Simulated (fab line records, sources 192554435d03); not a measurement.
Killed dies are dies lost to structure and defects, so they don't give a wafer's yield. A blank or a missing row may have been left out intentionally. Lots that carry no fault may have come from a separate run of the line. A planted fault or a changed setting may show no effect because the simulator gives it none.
Comparing a struck lot with a sound one ; flow n5_finfet ; 42 out of 1938 route steps
Sound: wafers L783.1, L783.3, L783.4. Wafers struck: L801.4, L801.6. Last of all comes the cause.
Order at every step that has rows: each side's tool, ch and its chambers, its first start. Under that, the readings that differ: sound wafers ; struck wafers ; difference of the means ; sigmas: that difference in standard deviations of wafers without a fault.
alike: readings whose means differ by less than 2 such deviations, and words and numbers that are the same on both sides. not compared: withheld readings, readings that some wafer has no value for, bounds like >300 that may hide the same value, and numbers for which the record gives no deviation and whose values overlap.
Wherever a step has rows on one side only, a row that says differs or no value, or a row with sigmas, the two part there. Non-overlapping numbers with no deviation appear without sigmas and do not part them. Lack of a reading on every wafer of one side parts them only where that side has two or more wafers.

first, 12 steps without rows for these wafers: N5_SD_EPI_N_STRIP_36 (strips in N2/H2); N5_SD_EPI_N_ETCHBACK_44 (etches SiNx in CH3F/O2, stops on SiO2, target depth 14.5 nm); N5_SD_EPI_N_ETCH_45 (etches SiOCN in CH3F/O2, target depth 6 nm); N5_SD_EPI_N_ETCH_16 (etches SiO2 in CHF3/O2, target depth 5 nm); N5_SD_EPI_N_STRIP_47 (strips in CHF3/O2); N5_SD_EPI_N_SD_RECESS_17 (chemistry HBr/Cl2/O2, target depth 41 nm, time 23.7 s, bt time 3 s); N5_SD_EPI_N_STRIP_38 (strips in N2/H2); N5_SD_EPI_N_WET_ETCH_43 (etches SiO2 in dHF, time 14 s, target depth 1.5 nm); N5_SD_EPI_N_STRIP_18 (strips in SPM, time 750 s); N5_SD_EPI_N_SRD_20 (time 30 s); N5_SD_EPI_N_PRECLEAN_48 (cleans in NF3:NH3, afs cycles 2, time 20 s, sublimation time 60 s); N5_SD_EPI_N_VAPOR_ETCH_50 (etches Si in HCl, time 54 s).
N5_SD_EPI_N_EPI_21: deposits Si:P, time 690 s.
  sound on epi_rpcvd-01 ch 0, day 3 13:23; struck on epi_rpcvd-01 ch 0, day 8 06:13
reading;sound;struck;difference;sigmas
epi_growth_time_s (s);690 690 690;806.06 806.06;+116.06;
model.Si-P_of_SD_EPI_N_EPI_21.thk_nm (nm);59.4 60 59.6;66.6 66.4;+6.8;
  alike: chamber_pressure_Torr
N5_SD_EPI_N_EPI_MEAS_23:
  sound on film_metro-01, day 3 15:05; struck on film_metro-01, day 8 07:22
reading;sound;struck;difference;sigmas
thk_nm (nm);59.9 60.5 59.2;65.6 66.1;+6.0;+5
then, 24 steps without rows for these wafers: N5_SD_EPI_N_PRECLEAN_24 (cleans in O3/DIW, time 60 s); N5_SD_EPI_N_SRD_25 (time 30 s); N5_SD_EPI_N_PRECLEAN_49 (cleans in NF3:NH3, afs cycles 1, time 20 s, sublimation time 60 s); N5_SD_EPI_N_LINER_46 (material SiNx, target thk 3 nm); N5_SD_EPI_P_COAT_34 (time 60 s, resist thk 350 nm); N5_SD_EPI_P_COAT_35 (time 60 s, resist thk 35 nm); N5_SD_EPI_P_COAT_03 (resist thk 150 nm); N5_SD_EPI_P_EBR_05; N5_SD_EPI_P_SOFTBAKE_04 (time 60 s); N5_SD_EPI_P_EXPOSE_06 (exposes mask SD P BLK, target cd 240 nm); N5_SD_EPI_P_PEB_07 (peb time 60 s); N5_SD_EPI_P_DEVELOP_08 (develop time 30 s); N5_SD_EPI_P_DESCUM_14 (chemistry O2, time 7.9 s); N5_SD_EPI_P_ETCH_36 (etches SiARC in CF4, target depth 45.5 nm, time 75.8 s); N5_SD_EPI_P_ETCH_37 (etches SOC in N2/H2, overetch 108 nm, time 486 s); N5_SD_EPI_P_STRIP_38 (strips in N2/H2); N5_SD_EPI_P_ETCHBACK_46 (etches SiNx in CH3F/O2, stops on SiO2, target depth 17.5 nm); N5_SD_EPI_P_ETCH_47 (etches SiOCN in CH3F/O2, target depth 25 nm); N5_SD_EPI_P_ETCH_16 (etches SiO2 in CHF3/O2, target depth 5 nm); N5_SD_EPI_P_STRIP_50 (strips in CHF3/O2); N5_SD_EPI_P_SD_RECESS_17 (chemistry HBr/Cl2/O2, target depth 39.1 nm, bt time 3 s); N5_SD_EPI_P_WET_ETCH_45 (etches SiO2 in dHF, time 10.7 s, target depth 2 nm, rinse time 30 s); N5_SD_EPI_P_STRIP_40 (strips in N2/H2); N5_SD_EPI_P_PRECLEAN_52 (cleans in O3/DIW, time 60 s).
N5_SD_ACTIVATION_RS_MEAS_03: measurement is done with a four-point probe.
  sound on film_metro-01, day 3 20:36; struck on film_metro-02, day 8 13:34
reading;sound;struck;difference;sigmas
RS_SD_N (ohm/sq);21.81 21.34 21.44;19.32 19.46;-2.14;-8
  alike: RS_SD_P
N5_MOL_CONTACT_COAG_ETCH_15: etches SiNx in CH3F/O2, stops on Si:P, target depth 7 nm.
  sound on rie_diel-04 ch 1,2,3, day 5 06:29; struck on rie_diel-05 ch 0,1, day 9 19:59
reading;sound;struck;difference;sigmas
model.Si-P_of_SD_EPI_N_EPI_21.thk_nm (nm);58.4 59.2 58.8;65.6 65.6;+6.8;
  alike: CH3F_flow_sccm, drypump_motor_current_A, oes_f_703_au, oes_product_au, rf_vpp_V, showerhead_plenum_p_Torr, throttle_valve_pct
  not compared: rf_hours_counter_h
-- a jump in the record: the struck wafers' starts before and after are 7 days apart (it breaks off in module MOL_CONTACT_COAG and resumes in module BEOL_M4, where the first step shown is number 1111 of the route) --
N5_BEOL_M4_RC_MEAS_101:
  sound on prober-02 ch 0, day 12 00:55; struck on prober-01 ch 0, day 17 02:08
reading;sound;struck;difference;sigmas
DIBL_N (mV/V);37.5 40.2 40.6;35.8 34.7;-4.2;-2
RS_SD_N (ohm/sq);28.4 28.2 28.1;25.1 25.4;-3.0;-9
VT_P (mV);-249 -249 -247;-256 -257;-8;-3
  alike: DIBL_P, IOFF_N, IOFF_P, ION_N, ION_P, SS_N, SS_P, VT_N
-- record jumps: 4 days separate the struck wafers' starts on either side; left off in module BEOL_M4, taken up again in module PASSIVATION, whose first shown step is the route's number 1936 --
N5_PASSIVATION_PROBE_49:
  sound on prober-02, day 16 17:26; struck on prober-02, day 21 03:07
  alike: defect_limited_yield, killed_at_M0_to_M3, killed_at_M4_up, killed_at_contacts, killed_at_front_end, killed_at_other, killed_dies, killed_open, killed_short, sort_bin_5_function, sort_bin_6_memory, sort_n_pass, sort_yield_pct

## WHERE THEY PART
Earliest at N5_SD_EPI_N_EPI_MEAS_23; latest, in this record, at N5_BEOL_M4_RC_MEAS_101. Later steps at which nothing parts them and some readings are alike: N5_PASSIVATION_PROBE_49.

WHY: whatever the simulator had introduced
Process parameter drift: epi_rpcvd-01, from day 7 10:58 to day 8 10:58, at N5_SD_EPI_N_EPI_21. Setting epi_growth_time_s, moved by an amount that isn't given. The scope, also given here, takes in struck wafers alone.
